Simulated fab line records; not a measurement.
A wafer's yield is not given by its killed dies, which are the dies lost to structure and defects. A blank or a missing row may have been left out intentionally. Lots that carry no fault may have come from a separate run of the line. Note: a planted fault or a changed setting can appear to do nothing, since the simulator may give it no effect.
One fault through the eyes of 2 desks | flow nand harc | what lay behind the numbers comes last; until then each desk has only its own

AT THE TOOL OWNER'S DESK: litho track-04
The tool's own readings at NHARC_P_GATE_SOFTBAKE_21 (time 55 s): means of the sampled wafers that have a number, for each lot that ran on this tool. Marked OUT: a lot whose mean sits more than 4 standard deviations from the usual mean, which makes it out of limits; the brackets give that distance.
Columns: A = heater power total W at NHARC_P_GATE_SOFTBAKE_21, usual 188.46 W
lot  | first seen here | A
L983 | day 6 03:00     | 188.41
L984 | day 6 04:00     | 188.40
L986 | day 7 01:00     | 188.47
L991 | day 9 05:00     | 255.91 (+99 or more) OUT
L993 | day 9 21:00     | 255.75 (+99 or more) OUT
L999 | day 12 09:00    | 188.41
L100 | day 12 23:00    | 188.41
L101 | day 13 04:00    | 188.50
L103 | day 14 07:00    | 188.50
This desk's verdict: out of limits on L991, L993, starting with L991 at day 9 05:00 (heater power total W at NHARC_P_GATE_SOFTBAKE_21). L983, L984, L986, L999, L100, L101, L103: within limits.

THE METROLOGY DESK
Means of the sampled wafers that have a number, per lot and without regard to the tool the lot ran on: this is what the gauges read. Marked OUT: a lot whose mean sits more than 4 standard deviations from the usual mean, which makes it out of limits; the brackets give that distance.
Columns: A = cd nm at NHARC_P_GATE_CD_MEAS_11, usual 1640.8 nm
lot  | first seen here | A
L981 | day 4 13:44     | 1639.5
L984 | day 5 10:13     | 1645.1
L983 | day 5 10:23     | 1639.8
L986 | day 6 07:16     | 1641.1
L985 | day 6 07:19     | 1639.4
L991 | day 8 11:11     | 1644.3
L993 | day 9 08:24     | 1641.2
L998 | day 11 11:58    | 1638.3
L999 | day 11 19:35    | 1638.6
L100 | day 12 09:31    | 1638.3
L101 | day 12 14:58    | 1639.1
L102 | day 13 07:47    | 1641.7
L103 | day 13 12:47    | 1638.7
This desk's verdict: no lot among the 13 shows anything out of limits.

TAKEN TOGETHER
On L991, L993, at day 9 05:00, an alarm was possible from the tool owner's desk.
The metrology desk saw nothing out of limits.
The metrology desk holds a record of L991, L993, inside its limits.
Of the lots named, all ran NHARC_P_GATE_SOFTBAKE_21 on litho track-04.

WHAT THE SIMULATOR HAD PUT IN
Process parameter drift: litho track-04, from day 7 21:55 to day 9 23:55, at NHARC_P_GATE_SOFTBAKE_21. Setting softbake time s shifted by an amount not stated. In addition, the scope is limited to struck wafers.
Lots struck among those shown: L991, L993.
Time in hours from fault onset to the first out-of-limits reading at each desk: the tool owner's desk, 31.
